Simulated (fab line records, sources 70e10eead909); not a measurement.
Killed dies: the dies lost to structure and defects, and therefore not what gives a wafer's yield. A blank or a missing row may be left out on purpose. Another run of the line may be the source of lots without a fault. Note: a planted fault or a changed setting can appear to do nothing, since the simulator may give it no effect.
Matching of chambers | flow nand-harc | 4 sister chambers for NHARC_A_STAIRCASE_DESCUM_443 on rie-diel-12
The step chemistry O2, time 3 s. 8 wafers are shown with their chamber, then 10 later ones without.

## WAFERS WITH THEIR CHAMBER
wafer  | chamber | showerhead-plenum-p-Torr (Torr) | drypump-motor-current-A (A)
L081.6 | 0       | 1.89                            | 5.7
L087.1 | 0       | 1.89                            | 5.8
L089.2 | 1       | 1.96                            | 5.9
L089.5 | 2       | 2.01                            | 6.2
L091.4 | 2       | 2.00                            | 6.3
L091.5 | 3       | 1.96                            | 6.0
L094.1 | 1       | 1.96                            | 5.9
L094.4 | 3       | 1.95                            | 6.0

## WAFERS WHOSE CHAMBER IS MISSING
wafer  | showerhead-plenum-p-Torr (Torr) | drypump-motor-current-A (A)
L094.6 | 1.96                            | 5.9
L095.1 | 2.00                            | 6.2
L095.2 | 1.88                            | 5.7
L095.4 | 1.96                            | 5.9
L093.4 | 2.00                            | 6.2
L093.5 | 2.00                            | 6.2
L093.6 | 1.95                            | 5.9
L096.3 | 2.00                            | 6.3
L096.5 | 1.95                            | 5.9
L096.6 | 1.88                            | 5.7

## CHAMBER TAKEN BY EACH
wafer  | from the rows above     | in truth
L094.6 | 1                       | 1
L095.1 | 2                       | 2
L095.2 | 0                       | 0
L095.4 | 1                       | 1
L093.4 | 2                       | 2
L093.5 | 2                       | 2
L093.6 | can't be placed: 1 or 3 | 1
L096.3 | 2                       | 2
L096.5 | can't be placed: 1 or 3 | 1
L096.6 | 0                       | 0
8 of 10 placed correctly. Unplaceable from these rows: 2, with the true chamber sitting among the candidates in 2. Number placed wrongly: 0.
How it was worked out, from the rows above alone: a wafer's distance from a chamber is the root of the sum, over the readings, of the square of ((its reading less the chamber's mean) divided by the reading's scatter). The wafer belongs to the nearest chamber; if the next one is less than 2 further off, it can't be placed. The mean given for a chamber averages the wafers shown for that chamber. The scatter is the square root of a quotient: the sum, over the shown wafers, of each reading's squared deviation from its chamber's mean, divided by wafers minus chambers.
